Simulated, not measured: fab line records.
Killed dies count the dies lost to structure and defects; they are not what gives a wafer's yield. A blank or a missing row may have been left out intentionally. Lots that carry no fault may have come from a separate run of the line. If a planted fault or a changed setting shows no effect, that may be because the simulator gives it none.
Chamber matching / flow nand harc / rie diel-13 running NHARC_A_WL_FILL_STRIP_29: 4 sister chambers
The step strips in O2, time 20 s. 8 wafers are shown with their chamber, then 12 later ones without.

== WAFERS PAIRED WITH THEIR CHAMBERS ==
wafer=L079.5; chamber=3; drypump motor current A (A)=6.6; oes product au (a.u.)=0.988
wafer=L089.5; chamber=2; drypump motor current A (A)=5.9; oes product au (a.u.)=1.001
wafer=L089.1; chamber=3; drypump motor current A (A)=6.6; oes product au (a.u.)=1.001
wafer=L089.4; chamber=0; drypump motor current A (A)=6.2; oes product au (a.u.)=0.998
wafer=L089.6; chamber=1; drypump motor current A (A)=6.0; oes product au (a.u.)=1.007
wafer=L092.1; chamber=1; drypump motor current A (A)=6.0; oes product au (a.u.)=0.999
wafer=L092.2; chamber=0; drypump motor current A (A)=6.1; oes product au (a.u.)=0.977
wafer=L092.4; chamber=2; drypump motor current A (A)=6.0; oes product au (a.u.)=0.998

== WAFERS WITH NO CHAMBER GIVEN ==
wafer=L093.1; drypump motor current A (A)=6.1; oes product au (a.u.)=0.989
wafer=L093.2; drypump motor current A (A)=5.9; oes product au (a.u.)=0.997
wafer=L093.3; drypump motor current A (A)=6.7; oes product au (a.u.)=0.994
wafer=L093.4; drypump motor current A (A)=6.0; oes product au (a.u.)=0.998
wafer=L093.5; drypump motor current A (A)=6.0; oes product au (a.u.)=1.010
wafer=L093.6; drypump motor current A (A)=5.9; oes product au (a.u.)=1.003
wafer=L095.1; drypump motor current A (A)=6.0; oes product au (a.u.)=1.003
wafer=L095.2; drypump motor current A (A)=6.1; oes product au (a.u.)=1.009
wafer=L095.3; drypump motor current A (A)=5.9; oes product au (a.u.)=1.008
wafer=L095.4; drypump motor current A (A)=6.6; oes product au (a.u.)=1.016
wafer=L095.5; drypump motor current A (A)=6.0; oes product au (a.u.)=1.009
wafer=L095.6; drypump motor current A (A)=5.9; oes product au (a.u.)=0.996

== EACH ONE'S CHAMBER ==
wafer=L093.1; from the rows above=can't be placed: 0 or 1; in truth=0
wafer=L093.2; from the rows above=can't be placed: 2 or 1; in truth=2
wafer=L093.3; from the rows above=3; in truth=3
wafer=L093.4; from the rows above=can't be placed: 1 or 2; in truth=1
wafer=L093.5; from the rows above=can't be placed: 1 or 2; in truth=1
wafer=L093.6; from the rows above=can't be placed: 2 or 1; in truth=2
wafer=L095.1; from the rows above=can't be placed: 1 or 2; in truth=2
wafer=L095.2; from the rows above=can't be placed: 1 or 0 or 2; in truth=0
wafer=L095.3; from the rows above=can't be placed: 2 or 1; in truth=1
wafer=L095.4; from the rows above=3; in truth=3
wafer=L095.5; from the rows above=can't be placed: 1 or 2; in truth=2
wafer=L095.6; from the rows above=can't be placed: 2 or 1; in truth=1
Correct placement for 2 of the 12. Not placeable from these rows: 10 (in 10, the candidates include the true chamber). Number placed wrongly: 0.
How it was worked out, from the rows above alone: a wafer's distance from a chamber is the root of the sum, over the readings, of the square of ((its reading less the chamber's mean) divided by the reading's scatter). The wafer belongs to the nearest chamber; if the next one is less than 2 further off, it can't be placed. For every chamber, the mean is computed from those of its wafers that are shown. The scatter: the root of (the sum of the squares of (reading less its chamber's mean) over the shown wafers, divided by (wafers less chambers)).
